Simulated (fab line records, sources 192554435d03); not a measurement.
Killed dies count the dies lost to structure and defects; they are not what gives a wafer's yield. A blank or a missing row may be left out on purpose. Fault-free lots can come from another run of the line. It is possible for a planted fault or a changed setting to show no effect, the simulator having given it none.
fab line records	flow n5-finfet
record lots=7	wafers=21	last-day=18
route steps=1938 shown BEOL_M10@1534 BEOL_M11@1536
lots that met no fault: from a run of the same line without faults
start-h: hours from the record's first day to the start of the lot's first wafer shown	wait-h: time in hours since the lot's previous step	" as in the row above	L1.1+2: one row covering several wafers at once	- no value present, or no start provided	* or withheld: withheld	< > ~ a bound
route shown NAME@n: names a module that has steps shown in the file, with the first one's number in the route	usual: the fault-free wafers' mean and standard deviation	same: alike in all rows	chamber/n: place in a boat	sites: the reading at each site	_std_site: standard deviation across them	_edge_site: outer sites' mean less inner sites'	radius-mm: how far each site lies from the wafer's centre	mask NAME#n: copy n	behind: the most recent tool/chamber to have shaped the wafer	hold: reason for holding the lot/hours on hold/outcome of the hold	device: the transistor (n, p or np) that didn't switch	end of line: the route-end tests of the same wafers	where a step has no rows: the recipe by itself	killed: dies lost to structure and defects at the first sort, not the wafer's yield	map: the dies of a wafer, with x for killed, . for not killed, _ for no die there
set.NAME: the setting as run; set.NAME@STEP: as run at that earlier step	model.NAME: the simulator's own value behind a step, which no gauge read
certain route steps with their lots: each step a table, each wafer a row
services: a tool's chamber out of use, with start hour (start-h, from the record's first day; less than 0 if before it), hours out, and reason
## steps
# step N5_BEOL_M10_RS_MEAS_57
# recipe thk-meas-gauge=four-point-probe	reads=Cu_of_BEOL_M10_ECD_50+Co_of_BEOL_M10_CVD_75+TaN_of_BEOL_M10_ALD_74
# usual M10_RS=0.1506/0.0027
lot.wafer	tool	chamber	start-h	wait-h	M10_RS[ohm/sq]
L601.3	film-metro-01	-	323.76	0.1	0.1514
L601.4	"	-	"	"	0.1531
L601.6	"	-	"	"	0.1550
L604.2	film-metro-02	-	331.86	0.1	0.1498
L604.3	"	-	"	"	0.1537
L604.4	"	-	"	"	0.1480
L605.1	film-metro-02	-	337.48	0.1	0.1542
L605.2	"	-	"	"	0.1500
L605.4	"	-	"	"	0.1541
L613.1	film-metro-02	-	349.71	0.1	0.1492
L613.5	"	-	"	"	0.1523
L613.6	"	-	"	"	0.1525
L606.1	film-metro-01	-	351.80	0.1	0.1512
L606.2	"	-	"	"	0.1494
L606.5	"	-	"	"	0.1469
L608.1	film-metro-01	-	372.62	0.1	0.1520
L608.2	"	-	"	"	0.1518
L608.5	"	-	"	"	0.1493
L611.1	film-metro-02	-	375.51	0.1	0.1541
L611.3	"	-	"	"	0.1469
L611.6	"	-	"	"	0.1496
# step N5_BEOL_M10_INSPECT_58
# recipe inspect-instrument=darkfield	mode=post-dep
# usual raw-defect-count=73/25
lot.wafer	tool	chamber	start-h	wait-h	raw-defect-count
L601.3	defect-inspect-01	-	323.78	0.0	76
L601.4	"	-	"	"	70
L601.6	"	-	"	"	93
L604.2	defect-inspect-01	-	331.88	0.0	79
L604.3	"	-	"	"	46
L604.4	"	-	"	"	54
L605.1	defect-inspect-02	-	337.51	0.0	73
L605.2	"	-	"	"	49
L605.4	"	-	"	"	42
L613.1	defect-inspect-02	-	349.73	0.0	152
L613.5	"	-	"	"	107
L613.6	"	-	"	"	86
L606.1	defect-inspect-02	-	351.83	0.0	71
L606.2	"	-	"	"	90
L606.5	"	-	"	"	69
L608.1	defect-inspect-01	-	372.65	0.0	50
L608.2	"	-	"	"	51
L608.5	"	-	"	"	47
L611.1	defect-inspect-02	-	375.53	0.0	46
L611.3	"	-	"	"	60
L611.6	"	-	"	"	53
# step N5_BEOL_M11_ILD_DEP_00
# recipe material=SiCOH_lowk	target-thk-a=3085.1	temp-c=300	precursor=DEMS/porogen	pressure-torr=5	rf-w=500	time-s=58
# usual heater-power-w=327/56	showerhead-plenum-p-Torr=5.738/0.015	throttle-valve-pct=13.7/0.54
lot.wafer	tool	chamber	start-h	wait-h	heater-power-w	showerhead-plenum-p-Torr	throttle-valve-pct
L601.3	pecvd-01	2	323.85	0.1	357	5.720	13.2
L601.4	"	1	"	"	367	5.724	14.3
L601.6	"	2	"	"	347	5.725	13.4
L604.2	pecvd-03	2	331.92	0.0	409	5.722	13.1
L604.3	"	1	"	"	286	5.766	13.4
L604.4	"	0	"	"	296	5.755	13.8
L605.1	pecvd-04	0	337.54	0.0	307	5.748	13.8
L605.2	"	2	"	"	321	5.737	13.6
L605.4	"	1	"	"	417	5.735	14.1
L613.1	pecvd-03	1	349.77	0.0	312	5.744	13.8
L613.5	"	0	"	"	281	5.745	13.9
L613.6	"	1	"	"	231	5.739	13.6
L606.1	pecvd-03	2	351.87	0.0	342	5.742	12.9
L606.2	"	0	"	"	270	5.753	13.9
L606.5	"	0	"	"	280	5.765	13.7
L608.1	pecvd-01	0	372.69	0.0	320	5.737	12.8
L608.2	"	1	"	"	367	5.743	14.3
L608.5	"	2	"	"	318	5.696	13.4
L611.1	pecvd-01	1	375.57	0.0	406	5.718	14.3
L611.3	"	2	"	"	300	5.735	13.3
L611.6	"	0	"	"	286	5.751	12.5
# step N5_BEOL_M11_CURE_71
# recipe temp-c=385	time-s=240	ambient=He/Ar	material=SiCOH_lowk
# usual lamp-power-pct=52.32/0.051	wafer_temp_C_max=386.9/0.63
lot.wafer	tool	chamber	start-h	wait-h	lamp-power-pct	wafer_temp_C_max
L601.3	uv-cure-01	2	324.17	0.3	52.30	387.1
L601.4	"	2	"	"	52.23	387.0
L601.6	"	2	"	"	52.37	386.9
L604.2	uv-cure-02	0	332.20	0.3	52.36	386.4
L604.3	"	0	"	"	52.35	386.3
L604.4	"	0	"	"	52.33	386.3
L605.1	uv-cure-03	2	338.07	0.5	52.28	386.5
L605.2	"	2	"	"	52.31	386.9
L605.4	"	2	"	"	52.41	386.3
L613.1	uv-cure-01	2	350.04	0.2	52.23	387.3
L613.5	"	2	"	"	52.39	386.6
L613.6	"	2	"	"	52.32	388.1
L606.1	uv-cure-01	1	351.94	0.0	52.30	387.7
L606.2	"	1	"	"	52.36	387.8
L606.5	"	1	"	"	52.32	387.3
L608.1	uv-cure-01	2	372.81	0.1	52.31	387.1
L608.2	"	2	"	"	52.24	386.9
L608.5	"	2	"	"	52.34	387.4
L611.1	uv-cure-02	2	375.65	0.0	52.32	386.1
L611.3	"	2	"	"	52.34	386.5
L611.6	"	2	"	"	52.34	386.3
# step N5_BEOL_M11_THK_MEAS_01
# recipe reads=SiCOH_lowk_of_BEOL_M11_ILD_DEP_00
# usual M11_ILD_THK=269/3.3
lot.wafer	tool	chamber	start-h	wait-h	M11_ILD_THK[nm]
L601.3	film-metro-02	-	324.53	0.3	275
L601.4	"	-	"	"	267
L601.6	"	-	"	"	267
L604.2	film-metro-01	-	332.63	0.4	268
L604.3	"	-	"	"	264
L604.4	"	-	"	"	269
L605.1	film-metro-01	-	338.58	0.4	267
L605.2	"	-	"	"	267
L605.4	"	-	"	"	270
L613.1	film-metro-01	-	350.55	0.4	268
L613.5	"	-	"	"	272
L613.6	"	-	"	"	273
L606.1	film-metro-01	-	352.46	0.4	268
L606.2	"	-	"	"	271
L606.5	"	-	"	"	274
L608.1	film-metro-01	-	373.32	0.4	272
L608.2	"	-	"	"	266
L608.5	"	-	"	"	270
L611.1	film-metro-02	-	376.64	0.8	264
L611.3	"	-	"	"	263
L611.6	"	-	"	"	271
# step N5_BEOL_M11_PECVD_70
# recipe material=SiO2	target-thk-a=200	temp-c=400	precursor=TEOS/O2	pressure-torr=5.5	rf-w=450	teos-flow-sccm=53.8	gas=O2	flow-sccm=3000	time-s=22.7
# usual heater-power-w=754/100	showerhead-plenum-p-Torr=8.77/0.054	throttle-valve-pct=22.0/0.86
lot.wafer	tool	chamber	start-h	wait-h	heater-power-w	showerhead-plenum-p-Torr	throttle-valve-pct
L601.3	pecvd-04	1	324.56	0.0	856	8.80	22.9
L601.4	"	1	"	"	867	8.78	22.5
L601.6	"	2	"	"	713	8.76	22.4
L604.2	pecvd-01	2	332.67	0.0	737	8.69	21.1
L604.3	"	2	"	"	709	8.71	21.2
L604.4	"	1	"	"	923	8.73	23.3
L605.1	pecvd-03	1	338.62	0.0	685	8.86	22.0
L605.2	"	0	"	"	657	8.87	22.5
L605.4	"	2	"	"	877	8.75	21.0
L613.1	pecvd-04	1	350.59	0.0	890	8.78	22.7
L613.5	"	0	"	"	596	8.79	22.6
L613.6	"	2	"	"	713	8.75	22.2
L606.1	pecvd-01	2	352.49	0.0	775	8.70	21.1
L606.2	"	1	"	"	923	8.73	23.2
L606.5	"	2	"	"	795	8.71	21.1
L608.1	pecvd-03	0	373.36	0.0	550	8.85	22.4
L608.2	"	1	"	"	728	8.87	21.9
L608.5	"	2	"	"	895	8.73	21.1
L611.1	pecvd-04	0	376.68	0.0	641	8.76	22.3
L611.3	"	2	"	"	761	8.72	22.0
L611.6	"	1	"	"	868	8.80	22.8
# step N5_BEOL_M11_HM_DEP_02
# recipe material=TiN	target-thk-a=200	temp-c=25	chamber-pressure-pa=0.49996
# usual throttle-valve-pct=29.6/1.2
lot.wafer	tool	chamber	start-h	wait-h	throttle-valve-pct
L601.3	pvd-sputter-03	-	327.08	2.5	30.9
L601.4	"	-	"	"	29.1
L601.6	"	-	"	"	29.7
L604.2	pvd-sputter-02	-	332.75	0.1	30.0
L604.3	"	-	"	"	31.0
L604.4	"	-	"	"	27.1
L605.1	pvd-sputter-02	-	340.52	1.9	30.2
L605.2	"	-	"	"	27.2
L605.4	"	-	"	"	30.0
L613.1	pvd-sputter-02	-	350.95	0.3	30.7
L613.5	"	-	"	"	30.8
L613.6	"	-	"	"	27.1
L606.1	pvd-sputter-02	-	353.97	1.5	27.4
L606.2	"	-	"	"	30.9
L606.5	"	-	"	"	27.3
L608.1	pvd-sputter-02	-	374.35	1.0	27.2
L608.2	"	-	"	"	31.1
L608.5	"	-	"	"	30.6
L611.1	pvd-sputter-03	-	379.16	2.5	29.9
L611.3	"	-	"	"	30.2
L611.6	"	-	"	"	29.7
# step N5_BEOL_M11_COAT_59
# recipe resist=SOC	temp-c=250	time-s=60	spin-rpm=1500	resist-thk-nm=100
# step N5_BEOL_M11_COAT_60
# recipe resist=SiARC	temp-c=220	time-s=60	spin-rpm=1500	resist-thk-nm=30
# step N5_BEOL_M11_COAT_05
# recipe resist=CAR-ArF	spin-rpm=1500	resist-thk-nm=90
# step N5_BEOL_M11_EBR_07
# recipe solvent=PGMEA	ebr-width-mm=1.5
# step N5_BEOL_M11_SOFTBAKE_06
# recipe temp-c=110	time-s=60	resist=CAR-ArF
# step N5_BEOL_M11_EXPOSE_08
# recipe mask-id=M11	na=1.35	source-shape=dipole	sigma-inner=0.411	sigma-outer=0.611	polarization=te	dose-mj=53.75
# usual exposure-dose-mJ-cm2=53.69/0.048	reticle-temp-C=23.00/0.11
# same dipole-opening-deg=40
lot.wafer	tool	chamber	start-h	wait-h	mask	exposure-dose-mJ-cm2	reticle-temp-C	model.BEOL_M11.overlay-x-nm
L601.3	arfi-scanner-02	0	327.34	-	M11#0	53.69	23.23	12.6
L601.4	"	0	"	"	M11#0	53.66	23.09	12.6
L601.6	"	0	"	"	M11#0	53.58	22.97	12.6
L604.2	arfi-scanner-02	0	333.13	-	M11#0	53.73	23.05	12.6
L604.3	"	0	"	"	M11#0	53.76	23.09	12.6
L604.4	"	0	"	"	M11#0	53.67	23.04	12.6
L605.1	arfi-scanner-02	0	340.89	-	M11#0	53.75	23.12	12
L605.2	"	0	"	"	M11#0	53.73	23.04	12
L605.4	"	0	"	"	M11#0	53.73	23.19	12
L613.1	arfi-scanner-03	0	351.32	-	M11#0	53.73	22.80	-0.4
L613.5	"	0	"	"	M11#0	53.79	22.88	-0.4
L613.6	"	0	"	"	M11#0	53.73	23.02	-0.4
L606.1	arfi-scanner-03	0	354.24	-	M11#0	53.72	22.97	-0.6
L606.2	"	0	"	"	M11#0	53.67	22.95	-0.6
L606.5	"	0	"	"	M11#0	53.63	23.21	-0.6
L608.1	arfi-scanner-01	0	374.72	-	M11#0	53.74	23.03	0.8
L608.2	"	0	"	"	M11#0	53.77	22.97	0.8
L608.5	"	0	"	"	M11#0	53.69	23.08	0.8
L611.1	arfi-scanner-03	0	379.53	-	M11#0	53.75	22.77	-0.4
L611.3	"	0	"	"	M11#0	53.68	22.90	-0.4
L611.6	"	0	"	"	M11#0	53.72	22.80	-0.4
# step N5_BEOL_M11_PEB_09
# recipe peb-temp-c=withheld	peb-time-s=60	resist=CAR-ArF
# step N5_BEOL_M11_DEVELOP_10
# recipe develop-time-s=30	developer=TMAH	resist=CAR-ArF	rinse-liquid=diw	dry=air-spin	dev-temp-c=23
# step N5_BEOL_M11_CD_MEAS_11
# recipe target-cd-nm=64.1	landing-energy-ev=500	detector=se-inlens	polarity=opening
# usual cd-nm=64.1/0.5
lot.wafer	tool	chamber	start-h	wait-h	cd-nm
L601.3	cd-sem-03	0	327.46	-	63.7
L601.4	"	0	"	"	63.4
L601.6	"	0	"	"	63.7
L604.2	cd-sem-01	0	333.25	-	64.6
L604.3	"	0	"	"	64.0
L604.4	"	0	"	"	64.7
L605.1	cd-sem-03	0	341.01	-	63.6
L605.2	"	0	"	"	64.0
L605.4	"	0	"	"	64.4
L613.1	cd-sem-01	0	351.45	-	64.1
L613.5	"	0	"	"	64.2
L613.6	"	0	"	"	64.2
L606.1	cd-sem-02	0	354.36	-	64.0
L606.2	"	0	"	"	64.1
L606.5	"	0	"	"	64.4
L608.1	cd-sem-03	0	374.85	-	64.0
L608.2	"	0	"	"	64.4
L608.5	"	0	"	"	63.7
L611.1	cd-sem-01	0	379.66	-	64.2
L611.3	"	0	"	"	64.4
L611.6	"	0	"	"	64.2
# step N5_BEOL_M11_OVL_MEAS_12
# recipe points-per-wafer=44
# usual M11_OVL=-0.6/0.83
lot.wafer	tool	chamber	start-h	wait-h	M11_OVL[nm]
L601.3	overlay-02	0	327.48	0.0	12.2
L601.4	"	0	"	"	12.2
L601.6	"	0	"	"	11.7
L604.2	overlay-01	0	333.28	0.0	10.9
L604.3	"	0	"	"	13.1
L604.4	"	0	"	"	11.7
L605.1	overlay-01	0	341.05	0.0	11.1
L605.2	"	0	"	"	10.8
L605.4	"	0	"	"	11.9
L613.1	overlay-02	0	351.48	0.0	-0.3
L613.5	"	0	"	"	-0.7
L613.6	"	0	"	"	-0.3
L606.1	overlay-01	0	354.39	0.0	-0.9
L606.2	"	0	"	"	-2.3
L606.5	"	0	"	"	-1.5
L608.1	overlay-01	0	374.88	0.0	-0.3
L608.2	"	0	"	"	0.2
L608.5	"	0	"	"	-0.3
L611.1	overlay-01	0	379.69	0.0	-0.7
L611.3	"	0	"	"	0.6
L611.6	"	0	"	"	-0.7
# step N5_BEOL_M11_INSPECT_13
# recipe mode=adi	inspect-instrument=brightfield
# usual raw-defect-count=439/120
lot.wafer	tool	chamber	start-h	wait-h	raw-defect-count
L601.3	defect-inspect-02	-	327.51	0.0	338
L601.4	"	-	"	"	299
L601.6	"	-	"	"	437
L604.2	defect-inspect-01	-	333.30	0.0	596
L604.3	"	-	"	"	462
L604.4	"	-	"	"	595
L605.1	defect-inspect-01	-	341.07	0.0	368
L605.2	"	-	"	"	348
L605.4	"	-	"	"	299
L613.1	defect-inspect-02	-	351.50	0.0	507
L613.5	"	-	"	"	367
L613.6	"	-	"	"	306
L606.1	defect-inspect-02	-	354.42	0.0	259
L606.2	"	-	"	"	267
L606.5	"	-	"	"	394
L608.1	defect-inspect-01	-	374.90	0.0	401
L608.2	"	-	"	"	450
L608.5	"	-	"	"	552
L611.1	defect-inspect-01	-	379.71	0.0	227
L611.3	"	-	"	"	425
L611.6	"	-	"	"	378
## services
tool	chamber	start-h	hours	kind
arfi-scanner-01	-	305.08	1.0	pm
uv-cure-02	-	309.00	6.8	repair
pecvd-01	0	309.09	-	clean
pecvd-01	0	309.09	29.5	scheduled-down
pecvd-01	0	309.09	29.5	vent-cycle
uv-cure-01	-	322.12	1.0	pm
arfi-scanner-03	-	323.01	5.5	pm
arfi-scanner-03	-	329.41	1.0	pm
uv-cure-01	-	329.83	3.3	repair
arfi-scanner-02	-	333.18	2.4	repair
uv-cure-02	-	335.87	7.5	pm
pecvd-01	0	338.59	5.5	scheduled-down
arfi-scanner-02	-	343.82	3.9	pm
uv-cure-02	-	349.11	4.3	pm
arfi-scanner-02	-	351.34	1.1	repair
uv-cure-03	-	354.90	1.5	repair
arfi-scanner-03	-	358.78	1.0	pm
uv-cure-03	-	358.91	0.8	repair
pecvd-01	2	361.61	2.1	scheduled-down
arfi-scanner-01	-	370.04	3.1	pm
arfi-scanner-02	-	376.19	36.0	pm
uv-cure-03	-	376.87	3.1	repair
arfi-scanner-01	-	377.00	6.0	pm
pecvd-01	-	377.70	0.5	repair
## key
first-sign step=N5_BEOL_M11_OVL_MEAS_12	reading=M11_OVL	direction=up	sigmas=15	usual=-0.6	struck=11.8
effect none on later readings
model-effect step=N5_BEOL_M11_EXPOSE_08	value=BEOL_M11.overlay-x-nm	without=0.2667	struck=12.4
met-at N5_BEOL_M11_EXPOSE_08
struck-wafers L601.3,L601.4,L601.6,L604.2,L604.3,L604.4,L605.1,L605.2,L605.4
fault kind=scanner-matching-overlay	tool=arfi-scanner-02	chamber=-	onset-h=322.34	steps=N5_BEOL_M11_EXPOSE_08	offset=12.042
